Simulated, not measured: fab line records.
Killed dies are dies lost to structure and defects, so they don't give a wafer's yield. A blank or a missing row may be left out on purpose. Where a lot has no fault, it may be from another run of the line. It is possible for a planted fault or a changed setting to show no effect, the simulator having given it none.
Which of the tools did it? || flow nand harc || Sampling: 12 lots, 36 wafers, 5 of 1159 route steps

== WHAT THE GAUGES SHOWED, per wafer ==
NHARC_A_M1_INSPECT_11. Usual: raw defect count reads 32 (standard deviation 13).
{"lot": "L310", "measured": "day 17 22:14", "on": "defect inspect-02", "raw defect count": "14 8 14", "flag": ""}
{"lot": "L312", "measured": "day 18 01:41", "on": "defect inspect-01", "raw defect count": "22 20 32", "flag": ""}
{"lot": "L313", "measured": "day 18 03:22", "on": "defect inspect-02", "raw defect count": "32 17 19", "flag": ""}
{"lot": "L315", "measured": "day 18 18:16", "on": "defect inspect-02", "raw defect count": "22 25 14", "flag": ""}
{"lot": "L316", "measured": "day 19 13:26", "on": "defect inspect-01", "raw defect count": "18 27 24", "flag": ""}
{"lot": "L319", "measured": "day 19 18:09", "on": "defect inspect-02", "raw defect count": "21 28 36", "flag": ""}
{"lot": "L322", "measured": "day 20 14:07", "on": "defect inspect-01", "raw defect count": "24 18 30", "flag": ""}
{"lot": "L320", "measured": "day 20 15:07", "on": "defect inspect-01", "raw defect count": "26 36 24", "flag": ""}
{"lot": "L329", "measured": "day 22 04:10", "on": "defect inspect-01", "raw defect count": "38 45 46", "flag": ""}
{"lot": "L327", "measured": "day 22 06:39", "on": "defect inspect-02", "raw defect count": "24 40 32", "flag": ""}
{"lot": "L330", "measured": "day 22 21:40", "on": "defect inspect-01", "raw defect count": "45 37 40", "flag": ""}
{"lot": "L332", "measured": "day 23 10:46", "on": "defect inspect-02", "raw defect count": "52 47 46", "flag": ""}

NHARC_END_SORT_01. Usual: defect limited yield 95.1 %, standard deviation 1.5; killed at array 29, standard deviation 10; killed at other 0.7, standard deviation 1; killed at periphery 3.7, standard deviation 2.6; killed dies 33, standard deviation 10; killed open 3.4, standard deviation 1.8; killed short 1.8, standard deviation 1.3; sort_bin_2_pct 1.5 %, standard deviation 0.64; sort_bin_3_pct 0.29 %, standard deviation 0.24; sort_bin_4_pct 3.1 %, standard deviation 0.95; sort n pass 644, standard deviation 10; sort rim yield pct 96.9 %, standard deviation 2.6; sort yield pct 95.1 %, standard deviation 1.5.
{"lot": "L316", "measured": "day 21 04:43", "on": "prober-02", "defect limited yield (%)": "96.8 96.2 95.1", "killed at array": "17 20 26", "killed at other": "0 0 0", "killed at periphery": "5 6 7", "killed dies": "22 26 33", "killed open": "4 3 4", "killed short": "0 1 2", "sort_bin_2_pct (%)": "1.3 1.5 1.5", "sort_bin_3_pct (%)": "0 0.44 0.74", "sort_bin_4_pct (%)": "1.9 1.9 2.7", "sort n pass": "655 651 644", "sort rim yield pct (%)": "93.4 95.3 100.0", "sort yield pct (%)": "96.8 96.2 95.1", "flag": ""}
{"lot": "L319", "measured": "day 21 03:55", "on": "prober-01", "defect limited yield (%)": "96.5 95.7 95.6", "killed at array": "21 28 30", "killed at other": "0 0 0", "killed at periphery": "3 1 0", "killed dies": "24 29 30", "killed open": "2 1 3", "killed short": "0 1 1", "sort_bin_2_pct (%)": "1.2 0.9 0.9", "sort_bin_3_pct (%)": "0.15 0.15 0.15", "sort_bin_4_pct (%)": "2.2 3.2 3.4", "sort n pass": "653 648 647", "sort rim yield pct (%)": "97.2 99.1 95.3", "sort yield pct (%)": "96.5 95.7 95.6", "flag": ""}
{"lot": "L322", "measured": "day 22 02:39", "on": "prober-01", "defect limited yield (%)": "93.8 96.9 94.2", "killed at array": "31 16 31", "killed at other": "0 1 1", "killed at periphery": "11 4 7", "killed dies": "42 21 39", "killed open": "5 4 3", "killed short": "3 1 4", "sort_bin_2_pct (%)": "2.4 0.7 1.5", "sort_bin_3_pct (%)": "0 0.15 0.15", "sort_bin_4_pct (%)": "3.8 2.2 4.1", "sort n pass": "635 656 638", "sort rim yield pct (%)": "98.1 99.1 96.2", "sort yield pct (%)": "93.8 96.9 94.2", "flag": ""}
{"lot": "L320", "measured": "day 22 03:57", "on": "prober-02", "defect limited yield (%)": "95.1 93.9 95.3", "killed at array": "28 34 30", "killed at other": "3 2 0", "killed at periphery": "2 5 2", "killed dies": "33 41 32", "killed open": "3 6 5", "killed short": "2 1 5", "sort_bin_2_pct (%)": "1.6 1.9 1.3", "sort_bin_3_pct (%)": "0.15 0.30 0", "sort_bin_4_pct (%)": "3.1 3.8 3.4", "sort n pass": "644 636 645", "sort rim yield pct (%)": "96.2 96.2 98.1", "sort yield pct (%)": "95.1 93.9 95.3", "flag": ""}
{"lot": "L327", "measured": "day 24 07:16", "on": "prober-02", "defect limited yield (%)": "95.6 93.4 93.6", "killed at array": "23 36 28", "killed at other": "0 0 0", "killed at periphery": "7 9 15", "killed dies": "30 45 43", "killed open": "4 3 6", "killed short": "2 3 1", "sort_bin_2_pct (%)": "1.3 1.2 1.9", "sort_bin_3_pct (%)": "0.44 0.89 0.59", "sort_bin_4_pct (%)": "2.7 4.6 3.8", "sort n pass": "647 632 634", "sort rim yield pct (%)": "98.1 99.1 98.1", "sort yield pct (%)": "95.6 93.4 93.6", "flag": ""}
{"lot": "L332", "measured": "day 24 22:04", "on": "prober-01", "defect limited yield (%)": "93.1 92.3 93.4", "killed at array": "46 49 39", "killed at other": "0 0 0", "killed at periphery": "1 3 6", "killed dies": "47 52 45", "killed open": "2 6 5", "killed short": "1 3 3", "sort_bin_2_pct (%)": "2.2 2.2 1.2", "sort_bin_3_pct (%)": "1.18 0.15 0.30", "sort_bin_4_pct (%)": "3.5 5.3 5.2", "sort n pass": "630 625 632", "sort rim yield pct (%)": "98.1 98.1 94.3", "sort yield pct (%)": "93.1 92.3 93.4", "flag": ""}

== WHAT TOOL EACH LOT RAN ON (gives the tool, then ch and the chambers of the sampled wafers, and finally the start) ==
{"lot": "L310", "NHARC_A_M0_CMP_23": "cmp-02 ch 2,3, day 17 19:55", "NHARC_A_M1_ETCH_28": "rie diel-01 ch 1,2, day 17 22:56", "NHARC_A_M1_ANNEAL_31": "rtp anneal-01 ch 0, day 18 00:05"}
{"lot": "L312", "NHARC_A_M0_CMP_23": "cmp-01 ch 0,1,3, day 17 23:35", "NHARC_A_M1_ETCH_28": "rie diel-01 ch 0,2,3, day 18 02:24", "NHARC_A_M1_ANNEAL_31": "rtp anneal-02 ch 0, day 18 03:52"}
{"lot": "L313", "NHARC_A_M0_CMP_23": "cmp-02 ch 0,2, day 18 01:20", "NHARC_A_M1_ETCH_28": "rie diel-10 ch 0,2, day 18 04:04", "NHARC_A_M1_ANNEAL_31": "rtp anneal-02 ch 0, day 18 05:13"}
{"lot": "L315", "NHARC_A_M0_CMP_23": "cmp-01 ch 1,3, day 18 16:22", "NHARC_A_M1_ETCH_28": "rie diel-09 ch 1,3, day 18 18:57", "NHARC_A_M1_ANNEAL_31": "rtp anneal-01 ch 0, day 18 20:08"}
{"lot": "L316", "NHARC_A_M0_CMP_23": "cmp-03 ch 0,3, day 19 11:16", "NHARC_A_M1_ETCH_28": "rie diel-09 ch 0,1, day 19 14:07", "NHARC_A_M1_ANNEAL_31": "rtp anneal-02 ch 0, day 19 15:34"}
{"lot": "L319", "NHARC_A_M0_CMP_23": "cmp-02 ch 0,1,2, day 19 16:20", "NHARC_A_M1_ETCH_28": "rie diel-09 ch 0,3, day 19 18:50", "NHARC_A_M1_ANNEAL_31": "rtp anneal-01 ch 0, day 19 20:23"}
{"lot": "L322", "NHARC_A_M0_CMP_23": "cmp-02 ch 0,1,2, day 20 12:09", "NHARC_A_M1_ETCH_28": "rie diel-09 ch 1,2,3, day 20 14:47", "NHARC_A_M1_ANNEAL_31": "rtp anneal-02 ch 0, day 20 16:06"}
{"lot": "L320", "NHARC_A_M0_CMP_23": "cmp-03 ch 0,1, day 20 13:10", "NHARC_A_M1_ETCH_28": "rie diel-01 ch 0,2,3, day 20 15:47", "NHARC_A_M1_ANNEAL_31": "rtp anneal-02 ch 0, day 20 16:55"}
{"lot": "L329", "NHARC_A_M0_CMP_23": "cmp-02 ch 0,1,3, day 22 02:08", "NHARC_A_M1_ETCH_28": "rie diel-10 ch 1,3, day 22 04:51", "NHARC_A_M1_ANNEAL_31": "rtp anneal-01 ch 0, day 22 06:00"}
{"lot": "L327", "NHARC_A_M0_CMP_23": "cmp-02 ch 1,2,3, day 22 04:36", "NHARC_A_M1_ETCH_28": "rie diel-01 ch 0,3, day 22 07:20", "NHARC_A_M1_ANNEAL_31": "rtp anneal-01 ch 0, day 22 08:30"}
{"lot": "L330", "NHARC_A_M0_CMP_23": "cmp-03 ch 0,1,3, day 22 19:44", "NHARC_A_M1_ETCH_28": "rie diel-01 ch 0,1,3, day 22 22:23", "NHARC_A_M1_ANNEAL_31": "rtp anneal-02 ch 0, day 22 23:41"}
{"lot": "L332", "NHARC_A_M0_CMP_23": "cmp-01 ch 1,2, day 23 08:47", "NHARC_A_M1_ETCH_28": "rie diel-09 ch 2,3, day 23 11:28", "NHARC_A_M1_ANNEAL_31": "rtp anneal-02 ch 0, day 23 12:37"}
- NHARC_A_M0_CMP_23: polishes, t overpolish 20 s, target thk 113.75 nm.
- NHARC_A_M1_ETCH_28: etches the open film in CF4/N2, target depth 30 nm, time 72.99 s.
- NHARC_A_M1_ANNEAL_31: time 90 s.

== WHAT THE TOOLS THEMSELVES READ (means of the sampled wafers that have a number; where no wafer has one, the mark that the record gives instead) ==
NHARC_A_M0_CMP_23. Usual: motor current A 12.1 A, standard deviation 1.4; time to endpoint s 28 s, standard deviation 3.7.
{"lot": "L310", "tool": "cmp-02", "motor current A (A)": 12.4, "time to endpoint s (s)": 27, "flag": ""}
{"lot": "L312", "tool": "cmp-01", "motor current A (A)": 11.6, "time to endpoint s (s)": 32, "flag": ""}
{"lot": "L313", "tool": "cmp-02", "motor current A (A)": 13.6, "time to endpoint s (s)": 24, "flag": ""}
{"lot": "L315", "tool": "cmp-01", "motor current A (A)": 11.6, "time to endpoint s (s)": 29, "flag": ""}
{"lot": "L316", "tool": "cmp-03", "motor current A (A)": 13.3, "time to endpoint s (s)": 27, "flag": ""}
{"lot": "L319", "tool": "cmp-02", "motor current A (A)": 12.1, "time to endpoint s (s)": 25, "flag": ""}
{"lot": "L322", "tool": "cmp-02", "motor current A (A)": 12.5, "time to endpoint s (s)": 25, "flag": ""}
{"lot": "L320", "tool": "cmp-03", "motor current A (A)": 10.9, "time to endpoint s (s)": 28, "flag": ""}
{"lot": "L329", "tool": "cmp-02", "motor current A (A)": 12.7, "time to endpoint s (s)": 29, "flag": ""}
{"lot": "L327", "tool": "cmp-02", "motor current A (A)": 12.1, "time to endpoint s (s)": 29, "flag": ""}
{"lot": "L330", "tool": "cmp-03", "motor current A (A)": 12.4, "time to endpoint s (s)": 27, "flag": ""}
{"lot": "L332", "tool": "cmp-01", "motor current A (A)": 11.1, "time to endpoint s (s)": 28, "flag": ""}

NHARC_A_M1_ETCH_28. Usual: drypump motor current A 5.9 A, standard deviation 0.3; oes product au 0.998 a.u., standard deviation 0.019; rf vpp V 314.1 V, standard deviation 1.6; run length s 94.1 s, standard deviation 0.5; showerhead plenum p Torr 2.62 Torr, standard deviation 0.09; throttle valve pct 19.795 %, standard deviation 0.0096.
{"lot": "L310", "tool": "rie diel-01", "drypump motor current A (A)": 5.8, "oes product au (a.u.)": 0.981, "rf vpp V (V)": 313.8, "run length s (s)": 93.9, "showerhead plenum p Torr (Torr)": 2.58, "throttle valve pct (%)": 19.787, "flag": ""}
{"lot": "L312", "tool": "rie diel-01", "drypump motor current A (A)": 5.8, "oes product au (a.u.)": 1.015, "rf vpp V (V)": 313.8, "run length s (s)": 94.0, "showerhead plenum p Torr (Torr)": 2.64, "throttle valve pct (%)": 19.797, "flag": ""}
{"lot": "L313", "tool": "rie diel-10", "drypump motor current A (A)": 5.5, "oes product au (a.u.)": 0.996, "rf vpp V (V)": 314.9, "run length s (s)": 93.9, "showerhead plenum p Torr (Torr)": 2.67, "throttle valve pct (%)": 19.802, "flag": ""}
{"lot": "L315", "tool": "rie diel-09", "drypump motor current A (A)": 5.9, "oes product au (a.u.)": 0.998, "rf vpp V (V)": 315.6, "run length s (s)": 93.7, "showerhead plenum p Torr (Torr)": 2.70, "throttle valve pct (%)": 19.795, "flag": ""}
{"lot": "L316", "tool": "rie diel-09", "drypump motor current A (A)": 6.3, "oes product au (a.u.)": 0.988, "rf vpp V (V)": 315.1, "run length s (s)": 93.7, "showerhead plenum p Torr (Torr)": 2.67, "throttle valve pct (%)": 19.787, "flag": ""}
{"lot": "L319", "tool": "rie diel-09", "drypump motor current A (A)": 6.0, "oes product au (a.u.)": 0.998, "rf vpp V (V)": 314.6, "run length s (s)": 82.0, "showerhead plenum p Torr (Torr)": 2.62, "throttle valve pct (%)": 19.804, "flag": "OFF"}
{"lot": "L322", "tool": "rie diel-09", "drypump motor current A (A)": 6.0, "oes product au (a.u.)": 0.983, "rf vpp V (V)": 313.9, "run length s (s)": 82.1, "showerhead plenum p Torr (Torr)": 2.63, "throttle valve pct (%)": 19.796, "flag": "OFF"}
{"lot": "L320", "tool": "rie diel-01", "drypump motor current A (A)": 5.8, "oes product au (a.u.)": 1.009, "rf vpp V (V)": 315.1, "run length s (s)": 94.2, "showerhead plenum p Torr (Torr)": 2.64, "throttle valve pct (%)": 19.796, "flag": ""}
{"lot": "L329", "tool": "rie diel-10", "drypump motor current A (A)": 5.9, "oes product au (a.u.)": 1.007, "rf vpp V (V)": 315.0, "run length s (s)": 94.3, "showerhead plenum p Torr (Torr)": 2.62, "throttle valve pct (%)": 19.792, "flag": ""}
{"lot": "L327", "tool": "rie diel-01", "drypump motor current A (A)": 5.7, "oes product au (a.u.)": 0.997, "rf vpp V (V)": 314.6, "run length s (s)": 93.7, "showerhead plenum p Torr (Torr)": 2.69, "throttle valve pct (%)": 19.790, "flag": ""}
{"lot": "L330", "tool": "rie diel-01", "drypump motor current A (A)": 5.7, "oes product au (a.u.)": 1.001, "rf vpp V (V)": 314.3, "run length s (s)": 93.6, "showerhead plenum p Torr (Torr)": 2.63, "throttle valve pct (%)": 19.784, "flag": ""}
{"lot": "L332", "tool": "rie diel-09", "drypump motor current A (A)": 5.8, "oes product au (a.u.)": 0.999, "rf vpp V (V)": 313.6, "run length s (s)": 94.5, "showerhead plenum p Torr (Torr)": 2.60, "throttle valve pct (%)": 19.795, "flag": ""}

NHARC_A_M1_ANNEAL_31. Usual: wafer_temp_C_max reads 226.03 (standard deviation 0.26).
{"lot": "L310", "tool": "rtp anneal-01", "wafer_temp_C_max": 225.85, "flag": ""}
{"lot": "L312", "tool": "rtp anneal-02", "wafer_temp_C_max": 225.78, "flag": ""}
{"lot": "L313", "tool": "rtp anneal-02", "wafer_temp_C_max": 226.22, "flag": ""}
{"lot": "L315", "tool": "rtp anneal-01", "wafer_temp_C_max": 225.82, "flag": ""}
{"lot": "L316", "tool": "rtp anneal-02", "wafer_temp_C_max": 226.29, "flag": ""}
{"lot": "L319", "tool": "rtp anneal-01", "wafer_temp_C_max": 226.19, "flag": ""}
{"lot": "L322", "tool": "rtp anneal-02", "wafer_temp_C_max": 225.91, "flag": ""}
{"lot": "L320", "tool": "rtp anneal-02", "wafer_temp_C_max": 226.32, "flag": ""}
{"lot": "L329", "tool": "rtp anneal-01", "wafer_temp_C_max": 225.86, "flag": ""}
{"lot": "L327", "tool": "rtp anneal-01", "wafer_temp_C_max": 226.05, "flag": ""}
{"lot": "L330", "tool": "rtp anneal-02", "wafer_temp_C_max": 226.26, "flag": ""}
{"lot": "L332", "tool": "rtp anneal-02", "wafer_temp_C_max": 226.08, "flag": ""}

== THE ANSWER, worked out from the rows above alone ==
Rule: lot off if the mean of its wafers having a number is beyond 3 standard deviations from the usual mean. A lot without any number at a reading at which 4 lots or more have one is off too. Where the step has rows for the other lots, those lots are counted as sound. Order of review: gauges by route order, followed by the tools' own readings, for which a lot's mean as printed above is used. The first step at which some lot is off is used, and at that step the reading that is off furthest; a lot without a number counts as furthest.
Off: L319, L322, at NHARC_A_M1_ETCH_28 (run length s).
If a tool, at that step or one of the process steps before it, ran each lot that is off and ran no sound lot following the first of them, it fits. No candidate that was tried fits.

== WHAT THE SIMULATOR HAD PUT IN ==
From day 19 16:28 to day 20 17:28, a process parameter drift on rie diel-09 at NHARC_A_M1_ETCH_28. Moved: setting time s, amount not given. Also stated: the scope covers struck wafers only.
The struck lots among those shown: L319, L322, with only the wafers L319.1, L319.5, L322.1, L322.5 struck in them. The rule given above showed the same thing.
